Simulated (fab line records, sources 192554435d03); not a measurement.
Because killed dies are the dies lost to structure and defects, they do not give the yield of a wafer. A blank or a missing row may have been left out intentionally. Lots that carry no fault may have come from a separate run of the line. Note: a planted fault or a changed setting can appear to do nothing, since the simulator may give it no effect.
Chamber matching ; flow n5Finfet ; N5_ZERO_LAYER_ETCH_17 on rieDiel-02: 4 sister chambers
The step etches SiO2 in CF4, target depth 12 nm, time 13.3 s. 4 wafers are shown with their chamber, then 9 later ones without.

== WAFERS PAIRED WITH THEIR CHAMBERS ==
wafer;chamber;drypumpMotorCurrentA (A)
L087.5;1;5.9
L094.2;2;5.6
L094.5;0;5.9
L094.6;3;5.4

== WAFERS WITHOUT THEIR CHAMBER ==
wafer;drypumpMotorCurrentA (A)
L095.1;5.6
L095.3;5.3
L095.4;5.8
L096.4;5.4
L096.5;5.8
L096.6;5.7
L097.1;5.7
L097.2;5.4
L097.5;6.0

== CHAMBER TAKEN BY EACH ==
wafer;from the rows above;in truth
L095.1;2;2
L095.3;3;3
L095.4;can't be placed: 0 or 1 or 2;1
L096.4;3;3
L096.5;can't be placed: 0 or 1 or 2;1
L096.6;can't be placed: 2 or 0 or 1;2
L097.1;can't be placed: 2 or 0 or 1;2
L097.2;3;3
L097.5;can't be placed: 0 or 1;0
4 of 9 placed correctly. Can't be placed from these rows: 5 (the true chamber is among the candidates in 5). Wrongly placed: 0.
How it was worked out, from the rows above alone: a wafer's distance from a chamber is the root of the sum, over the readings, of the square of ((its reading less the chamber's mean) divided by the reading's scatter). If the next closest chamber is less than 2 further off than the closest, the wafer can't be placed; otherwise it belongs to the closest. For every chamber, the mean is computed from those of its wafers that are shown. The scatter: root of mean squared gap, hidden wafer to nearest shown wafer, with one shown wafer a chamber.
